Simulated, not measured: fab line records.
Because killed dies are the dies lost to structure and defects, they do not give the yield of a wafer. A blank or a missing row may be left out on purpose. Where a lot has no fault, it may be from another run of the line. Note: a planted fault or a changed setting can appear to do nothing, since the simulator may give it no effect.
Chamber matching | flow nandHarc | NHARC_P_GATE_DEP_103 on pecvd-02 has 3 sister chambers
The step deposits SiON, target thk 30 nm. 6 wafers are shown with their chamber, then 7 later ones without.

EACH WAFER AND ITS CHAMBER
wafer  | chamber | heaterPowerW (W)
L086.3 | 0       | 848
L091.3 | 2       | 751
L091.5 | 1       | 700
L091.6 | 2       | 764
L095.1 | 1       | 671
L095.4 | 0       | 697

WAFERS MISSING THEIR CHAMBER
wafer  | heaterPowerW (W)
L095.5 | 727
L096.2 | 793
L096.3 | 830
L096.4 | 814
L097.1 | 700
L097.3 | 775
L097.6 | 809

CHAMBER TAKEN BY EACH
wafer  | from the rows above          | in truth
L095.5 | can't be placed: 2 or 1 or 0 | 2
L096.2 | can't be placed: 0 or 2 or 1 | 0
L096.3 | can't be placed: 0 or 2 or 1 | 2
L096.4 | can't be placed: 0 or 2 or 1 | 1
L097.1 | can't be placed: 1 or 2 or 0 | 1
L097.3 | can't be placed: 0 or 2 or 1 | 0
L097.6 | can't be placed: 0 or 2 or 1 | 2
Placed correctly: 0 of 7. Unplaceable from these rows: 7, with the true chamber sitting among the candidates in 7. Number placed wrongly: 0.
How it was worked out, from the rows above alone: a wafer's distance from a chamber is the root of the sum, over the readings, of the square of ((its reading less the chamber's mean) divided by the reading's scatter). The wafer belongs to the nearest chamber; if the next one is less than 2 further off, it can't be placed. The mean given for a chamber averages the wafers shown for that chamber. The scatter: the root of (the sum of the squares of (reading less its chamber's mean) over the shown wafers, divided by (wafers less chambers)).
